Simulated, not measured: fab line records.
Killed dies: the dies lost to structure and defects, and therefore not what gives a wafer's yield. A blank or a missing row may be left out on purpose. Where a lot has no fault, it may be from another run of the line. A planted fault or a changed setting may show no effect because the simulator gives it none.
Which tool is to blame? + flow nand_harc + 6 lots, 18 wafers sampled, at 5 steps of a route of 1159

## WHAT EACH GAUGE READ, for each wafer
NHARC_END_SORT_01.
| lot  | measured     | on        | killed_at_array |
|------|--------------|-----------|-----------------|
| L660 | day 23 22:45 | prober-01 | 37 674 52       |

## WHAT TOOL EACH LOT RAN ON (gives the tool, then ch and the chambers of the sampled wafers, and finally the start)
| lot  | NHARC_A_SLIT_ETCH_17             | NHARC_A_WL_FILL_ALD_00           | NHARC_A_WL_FILL_ALD_02              | NHARC_A_WL_FILL_ETCHBACK_16                   |
|------|----------------------------------|----------------------------------|-------------------------------------|-----------------------------------------------|
| L642 | har_etch-02 ch 0,1, day 14 14:11 | ald_hk-03 ch 0,1,2, day 15 00:38 | ald_metal-02 ch 0,1,3, day 15 01:07 | rie_diel-05 ch 0,1,2, no start                |
| L644 | har_etch-01 ch 0,1, day 15 02:43 | ald_hk-02 ch 0,2,3, day 15 11:29 | ald_metal-03 ch 0,2,3, day 15 11:58 | rie_diel-13 ch 0,1,2, no start                |
| L649 | har_etch-02 ch 0,1, day 15 16:34 | ald_hk-01 ch 2,3, day 16 01:47   | ald_metal-03 ch 0,2, day 16 02:19   | rie_diel-01 ch 0,3, no start                  |
| L652 | har_etch-02 ch 0,1, day 16 22:09 | ald_hk-03 ch 0,1,2, day 17 08:23 | ald_metal-03 ch 0,1,3, day 17 08:52 | rie_diel-01 ch 1,2,3, no start                |
| L650 | har_etch-02 ch 0,1, day 17 07:14 | ald_hk-03 ch 0,1,2, day 17 16:56 | ald_metal-03 ch 0,1, day 17 17:25   | rie_diel-13 ch 1,2, no start                  |
| L660 | har_etch-02 ch 0,1, day 18 20:11 | ald_hk-02 ch 0,1,3, day 19 06:40 | ald_metal-03 ch 0,1,2, day 19 07:32 | rie_diel-01 ch 1,2,3, day 23 22:45 or earlier |
- NHARC_A_SLIT_ETCH_17: etches the open film in C4F8/O2/Ar, time 1687.5 s, target depth 10100 nm.
- NHARC_A_WL_FILL_ALD_00: deposits Al2O3, target thk 3 nm, pulse time 3 s, ald cycles 30.
- NHARC_A_WL_FILL_ALD_02: deposits TiN, target thk 2 nm, pulse time 3 s, ald cycles 100.
- NHARC_A_WL_FILL_ETCHBACK_16: etches the open film in C4F8/O2/Ar, target depth 88 nm, time 17.6 s.

## THE ANSWER, worked out from the rows above alone
Rule: the usual values come from the lots themselves. The widest of any qualifying gaps counts: lots, ordered by their means at a reading, are off when they make up no more than a third of the lots, leave a main group of 4 or more, and stand apart from it by 3 or more times the standard deviation of that group's means. Not used: any main group whose means are identical at the precision the tables above print for the reading. A lot without any number at a reading at which 4 lots or more have one is off too. The other lots that the step has rows for count as sound.
Across all readings shown, no lot is off: no conclusion can be drawn from this.

## WHAT HAD BEEN PUT IN BY THE SIMULATOR
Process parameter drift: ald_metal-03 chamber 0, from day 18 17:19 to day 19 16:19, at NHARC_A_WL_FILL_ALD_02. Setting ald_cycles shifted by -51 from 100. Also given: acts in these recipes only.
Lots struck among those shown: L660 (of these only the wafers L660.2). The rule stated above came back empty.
